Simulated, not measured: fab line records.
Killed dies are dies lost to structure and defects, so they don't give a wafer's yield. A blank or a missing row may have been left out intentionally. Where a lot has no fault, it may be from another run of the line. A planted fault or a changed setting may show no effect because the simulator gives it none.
Chamber matching + flow n5 finfet + N5_BEOL_M1_PECVD_72 on pecvd-04 has 3 sister chambers
The step deposits SiO2 from TEOS/O2, target thk 16 nm, time 18 s. 3 wafers are shown with their chamber, then 11 later ones without.

== WAFERS PAIRED WITH THEIR CHAMBERS ==
| wafer  | chamber | throttle valve pct (%) |
|--------|---------|------------------------|
| L086.4 | 0       | 22.7                   |
| L087.2 | 1       | 24.7                   |
| L090.1 | 2       | 21.4                   |

== WAFERS WHOSE CHAMBER IS MISSING ==
| wafer  | throttle valve pct (%) |
|--------|------------------------|
| L090.4 | 24.9                   |
| L090.5 | 22.4                   |
| L092.1 | 22.7                   |
| L092.2 | 21.2                   |
| L092.5 | 21.3                   |
| L096.1 | 21.4                   |
| L096.2 | 22.9                   |
| L096.3 | 24.7                   |
| L097.4 | 24.7                   |
| L097.5 | 21.3                   |
| L097.6 | 22.8                   |

== THE CHAMBER EACH PASSED THROUGH ==
| wafer  | from the rows above | in truth |
|--------|---------------------|----------|
| L090.4 | 1                   | 1        |
| L090.5 | 0                   | 0        |
| L092.1 | 0                   | 0        |
| L092.2 | 2                   | 2        |
| L092.5 | 2                   | 2        |
| L096.1 | 2                   | 2        |
| L096.2 | 0                   | 0        |
| L096.3 | 1                   | 1        |
| L097.4 | 1                   | 1        |
| L097.5 | 2                   | 2        |
| L097.6 | 0                   | 0        |
Correct placement for 11 of the 11. Can't be placed from these rows: 0. Wrongly placed: 0.
How it was worked out, from the rows above alone: a wafer's distance from a chamber is the root of the sum, over the readings, of the square of ((its reading less the chamber's mean) divided by the reading's scatter). The wafer belongs to the nearest chamber; if the next one is less than 2 further off, it can't be placed. A chamber's mean is the mean of its shown wafers. The scatter: with one shown wafer a chamber, the root of the mean of the squares of how far each hidden wafer lies from its nearest shown one.
